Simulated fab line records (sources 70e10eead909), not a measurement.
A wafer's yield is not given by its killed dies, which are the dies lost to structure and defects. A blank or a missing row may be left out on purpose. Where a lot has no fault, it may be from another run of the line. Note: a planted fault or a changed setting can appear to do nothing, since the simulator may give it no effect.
Chamber matching | flow nand_harc | NHARC_P_CONTACT_STRIP_28 on rie_diel-13 has 4 sister chambers
The step strips in O2. 8 wafers are shown with their chamber, then 7 later ones without.

## WAFERS, EACH WITH ITS CHAMBER
wafer  | chamber | drypump_motor_current_A (A) | oes_product_au (a.u.)
L074.4 | 3       | 5.30                        | 1.005
L075.3 | 0       | 5.56                        | 1.007
L080.2 | 3       | 5.31                        | 1.016
L086.2 | 1       | 5.65                        | 0.985
L086.4 | 2       | 5.83                        | 1.016
L086.6 | 1       | 5.65                        | 1.004
L091.1 | 0       | 5.58                        | 1.004
L091.2 | 2       | 5.81                        | 1.012

## WAFERS WITH NO CHAMBER GIVEN
wafer  | drypump_motor_current_A (A) | oes_product_au (a.u.)
L091.3 | 5.64                        | 0.989
L094.1 | 5.65                        | 1.001
L094.3 | 5.32                        | 0.983
L094.6 | 5.30                        | 0.996
L097.1 | 5.67                        | 0.997
L097.2 | 5.55                        | 0.993
L097.5 | 5.34                        | 0.993

## WHICH CHAMBER EACH WENT THROUGH
wafer  | from the rows above | in truth
L091.3 | 1                   | 1
L094.1 | 1                   | 1
L094.3 | 3                   | 3
L094.6 | 3                   | 3
L097.1 | 1                   | 1
L097.2 | 0                   | 0
L097.5 | 3                   | 3
7 of 7 placed correctly. Not placeable from these rows: 0. Number placed wrongly: 0.
How it was worked out, from the rows above alone: a wafer's distance from a chamber is the root of the sum, over the readings, of the square of ((its reading less the chamber's mean) divided by the reading's scatter). If the next closest chamber is less than 2 further off than the closest, the wafer can't be placed; otherwise it belongs to the closest. For every chamber, the mean is computed from those of its wafers that are shown. The scatter: the root of (the sum of the squares of (reading less its chamber's mean) over the shown wafers, divided by (wafers less chambers)).
